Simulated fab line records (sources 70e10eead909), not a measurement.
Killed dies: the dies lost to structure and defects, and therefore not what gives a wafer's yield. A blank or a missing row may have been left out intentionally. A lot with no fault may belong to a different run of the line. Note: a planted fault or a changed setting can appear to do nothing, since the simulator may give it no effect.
The tool behind it: which one?	flow nandHarc	42 wafers sampled from 14 lots at 1 step of a route of 1302

WHAT THE GAUGES READ, wafer by wafer
NHARC_P_CONTACT_OVL_MEAS_13. Usual: overlayXNm 0.1 nm, standard deviation 0.81; overlayYNm 0.0 nm, standard deviation 0.9.
lot	measured	on	overlayXNm (nm)	overlayYNm (nm)	flag
L412	day 6 00:55	overlay-01	-1.2 -0.9 -0.7	-0.8 -1.2 -0.2	
L413	day 6 03:17	overlay-02	1.0 1.2 0.4	-0.2 0.4 -0.2	
L414	day 6 17:38	overlay-02	-1.1 -1.2 -0.8	-0.3 -0.5 -0.3	
L415	day 7 03:40	overlay-01	-0.7 -1.2 -0.6	0.2 -0.4 0.1	
L416	day 7 09:56	overlay-01	-0.7 -0.5 -0.3	0.2 0.1 0.1	
L417	day 8 02:19	overlay-01	0.0 -0.2 0.1	0.7 0.8 0.7	
L418	day 8 21:03	overlay-02	-0.2 -0.6 -0.7	0.4 0.2 0.4	
L420	day 9 05:50	overlay-02	-0.3 -0.5 -0.5	2.3 2.8 2.5	
L422	day 9 21:49	overlay-02	0.1 0.9 1.0	-1.2 -1.5 -0.8	
L421	day 9 23:14	overlay-01	0.2 0.0 0.0	0.7 0.1 0.9	
L423	day 10 16:53	overlay-01	0.9 0.9 0.3	-0.5 0.0 -0.5	
L424	day 10 22:58	overlay-01	1.3 1.6 0.8	-0.9 -1.0 -1.2	
L430	day 13 04:01	overlay-01	-2.0 -0.9 -1.6	-0.1 0.0 0.0	
L431	day 13 17:20	overlay-02	-0.7 -0.3 0.0	-0.3 -0.6 -0.8	

TOOL THAT RAN EACH LOT (tool first, then ch and the chambers of the sampled wafers, then the start)
The record holds no process step before these readings.

AS READ BY THE TOOLS THEMSELVES (means over the sampled wafers that have a number; for cases with no such wafer, the mark the record gives instead)
The record holds no such reading with a usual standard deviation.

THE ANSWER, worked out from the rows above alone
Rule: a lot is off if the mean of its wafers that have a number lies more than 3 standard deviations from the usual mean. Also off: a lot with no number at a reading for which 4 or more lots have one. Any other lot the step has rows for is counted as sound. Order of review: gauges by route order, followed by the tools' own readings, for which a lot's mean as printed above is used. The first step at which some lot is off is used, and at that step the reading that is off furthest; a lot without a number counts as furthest.
No lot is off at any reading shown: from this, nothing can be told.

WHAT WAS PUT IN BY THE SIMULATOR
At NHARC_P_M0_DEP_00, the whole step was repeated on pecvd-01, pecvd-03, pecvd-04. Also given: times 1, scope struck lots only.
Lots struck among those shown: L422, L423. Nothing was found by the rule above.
